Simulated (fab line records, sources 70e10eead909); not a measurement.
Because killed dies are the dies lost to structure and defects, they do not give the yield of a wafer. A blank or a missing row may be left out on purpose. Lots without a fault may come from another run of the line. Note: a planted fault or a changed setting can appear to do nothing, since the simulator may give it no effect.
Chamber matching | flow nand_harc | NHARC_A_STAIRCASE_TRIM_224 on rie_diel-06: 4 sister chambers
The step chemistry O2, time 211.2 s. 14 wafers are shown with their chamber, then 7 later ones without.

== WAFERS, EACH WITH ITS CHAMBER ==
wafer  | chamber | showerhead_plenum_p_Torr (Torr) | rf_vpp_V (V) | oes_product_au (a.u.)
L117.1 | 3       | 3.32                            | 57.5         | 1.000
L117.3 | 0       | 3.42                            | 58.4         | 1.005
L117.4 | 2       | 3.60                            | 58.2         | 1.004
L119.3 | 3       | 3.32                            | 56.2         | 0.997
L119.4 | 2       | 3.60                            | 57.8         | 0.995
L119.6 | 1       | 3.42                            | 57.7         | 1.005
L133.2 | 1       | 3.40                            | 57.6         | 0.991
L133.4 | 0       | 3.39                            | 56.8         | 0.996
L133.6 | 2       | 3.57                            | 58.1         | 0.994
L134.3 | 3       | 3.29                            | 55.7         | 0.999
L134.4 | 1       | 3.40                            | 57.9         | 1.007
L134.5 | 0       | 3.39                            | 57.3         | 0.989
L135.1 | 2       | 3.57                            | 59.4         | 0.995
L135.2 | 3       | 3.29                            | 56.7         | 1.007

SIGNATURES (averages over the wafers above)
reading                  | chamber 0 | chamber 1 | chamber 2 | chamber 3 | scatter within a chamber
showerhead_plenum_p_Torr | 3.4000    | 3.4067    | 3.5850    | 3.3050    | 0.0163
rf_vpp_V                 | 57.500    | 57.733    | 58.375    | 56.525    | 0.681
oes_product_au           | 0.99667   | 1.00100   | 0.99700   | 1.00075   | 0.00635
Rule: a wafer's distance from a chamber is the root of the sum, over the readings, of the square of ((its reading less the chamber's mean) divided by the reading's scatter). The wafer belongs to the nearest chamber; if the next one is less than 2 further off, it can't be placed. How the scatter is found: for the shown wafers, subtract from each reading the mean of its chamber, square and add these, divide the total by (wafers less chambers), then take the root.

== WAFERS WHOSE CHAMBER IS MISSING ==
wafer  | showerhead_plenum_p_Torr (Torr) | rf_vpp_V (V) | oes_product_au (a.u.)
L135.5 | 3.39                            | 57.2         | 0.997
L136.1 | 3.39                            | 57.3         | 0.996
L136.3 | 3.39                            | 56.8         | 1.007
L136.5 | 3.29                            | 57.9         | 1.005
L137.2 | 3.57                            | 58.7         | 0.989
L137.3 | 3.29                            | 58.1         | 1.003
L137.6 | 3.57                            | 57.8         | 0.999

== EACH ONE'S CHAMBER ==
wafer  | from the rows above     | in truth
L135.5 | can't be placed: 0 or 1 | 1
L136.1 | can't be placed: 0 or 1 | 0
L136.3 | can't be placed: 1 or 0 | 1
L136.5 | 3                       | 3
L137.2 | 2                       | 2
L137.3 | 3                       | 3
L137.6 | 2                       | 2
Correct placement for 4 of the 7. These rows do not allow placing 3 (true chamber among the candidates in 3). Wrongly placed: 0.
